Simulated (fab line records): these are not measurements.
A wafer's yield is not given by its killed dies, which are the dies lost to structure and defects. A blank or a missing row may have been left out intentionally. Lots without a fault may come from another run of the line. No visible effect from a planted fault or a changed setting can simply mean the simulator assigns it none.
Chamber matching	flow nand_harc	NHARC_A_M0_DEP_32 on pecvd-03 has 3 sister chambers
The step deposits SiCN, target thk 30 nm. 14 wafers are shown with their chamber, then 7 later ones without.

== EACH WAFER AND ITS CHAMBER ==
wafer	chamber	heater_power_w (W)	susceptor_temp_C (C)
L075.2	0	591	370.09
L075.4	2	532	370.08
L075.5	0	587	370.29
L078.1	1	633	369.81
L078.3	2	546	369.74
L078.5	2	564	369.85
L083.1	2	584	370.26
L083.2	1	686	369.79
L083.3	0	723	369.98
L082.2	2	553	370.05
L082.3	1	653	369.87
L082.5	2	547	370.19
L088.1	1	618	369.63
L088.2	2	542	370.39

SIGNATURES, as means of the wafers listed above
reading	chamber 0	chamber 1	chamber 2	scatter within a chamber
heater_power_w	633.67	647.50	552.57	38.5
susceptor_temp_C	370.1200	369.7750	370.0800	0.189
Rule: a wafer lies at a distance from a chamber equal to the root of the sum of squares, over the readings, of (its reading less the chamber's mean, divided by the reading's scatter). The wafer belongs to the nearest chamber; if the next one is less than 2 further off, it can't be placed. The scatter: take each reading less its chamber's mean, square it, sum over the shown wafers, divide by the number of wafers less the number of chambers, and take the root.

== WAFERS WITH NO CHAMBER GIVEN ==
wafer	heater_power_w (W)	susceptor_temp_C (C)
L088.4	552	369.91
L087.3	669	370.20
L087.4	667	369.52
L087.5	676	370.39
L093.3	693	369.97
L093.5	492	369.56
L093.6	698	370.08

== THE CHAMBER EACH PASSED THROUGH ==
wafer	from the rows above	in truth
L088.4	can't be placed: 2 or 0 or 1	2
L087.3	can't be placed: 0 or 1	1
L087.4	can't be placed: 1 or 0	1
L087.5	can't be placed: 0 or 1 or 2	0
L093.3	can't be placed: 1 or 0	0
L093.5	can't be placed: 2 or 1 or 0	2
L093.6	can't be placed: 0 or 1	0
Placed correctly: 0 of 7. From these rows, 7 cannot be placed; in 7 the true chamber is one of the candidates. Number placed wrongly: 0.
